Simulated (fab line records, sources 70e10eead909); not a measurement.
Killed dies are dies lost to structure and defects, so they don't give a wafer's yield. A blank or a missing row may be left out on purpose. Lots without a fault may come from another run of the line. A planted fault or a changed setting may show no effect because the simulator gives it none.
Chamber matching | flow nand_harc | NHARC_A_SLIT_DEP_23 on pecvd-04: 3 sister chambers
The step deposits SiON, target thk 100 nm. 6 wafers are shown with their chamber, then 7 later ones without.

WAFERS WITH THEIR CHAMBER
wafer  | chamber | heater_power_w (W)
L337.5 | 2       | 635
L338.6 | 0       | 765
L349.3 | 2       | 623
L349.6 | 1       | 814
L352.1 | 0       | 751
L352.2 | 1       | 855

WAFERS WITHOUT THEIR CHAMBER
wafer  | heater_power_w (W)
L352.6 | 702
L351.1 | 713
L351.3 | 627
L351.4 | 713
L353.1 | 892
L353.4 | 803
L353.6 | 897

WHICH CHAMBER EACH WENT THROUGH
wafer  | from the rows above     | in truth
L352.6 | can't be placed: 0 or 2 | 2
L351.1 | 0                       | 0
L351.3 | 2                       | 2
L351.4 | 0                       | 0
L353.1 | 1                       | 1
L353.4 | can't be placed: 1 or 0 | 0
L353.6 | 1                       | 1
Placed correctly: 5 of 7. Can't be placed from these rows: 2 (the true chamber is among the candidates in 2). Placed wrongly: 0.
How it was worked out, from the rows above alone: a wafer's distance from a chamber is the root of the sum, over the readings, of the square of ((its reading less the chamber's mean) divided by the reading's scatter). The wafer belongs to the nearest chamber; if the next one is less than 2 further off, it can't be placed. A chamber's mean is the mean of its shown wafers. The scatter: the root of (the sum of the squares of (reading less its chamber's mean) over the shown wafers, divided by (wafers less chambers)).
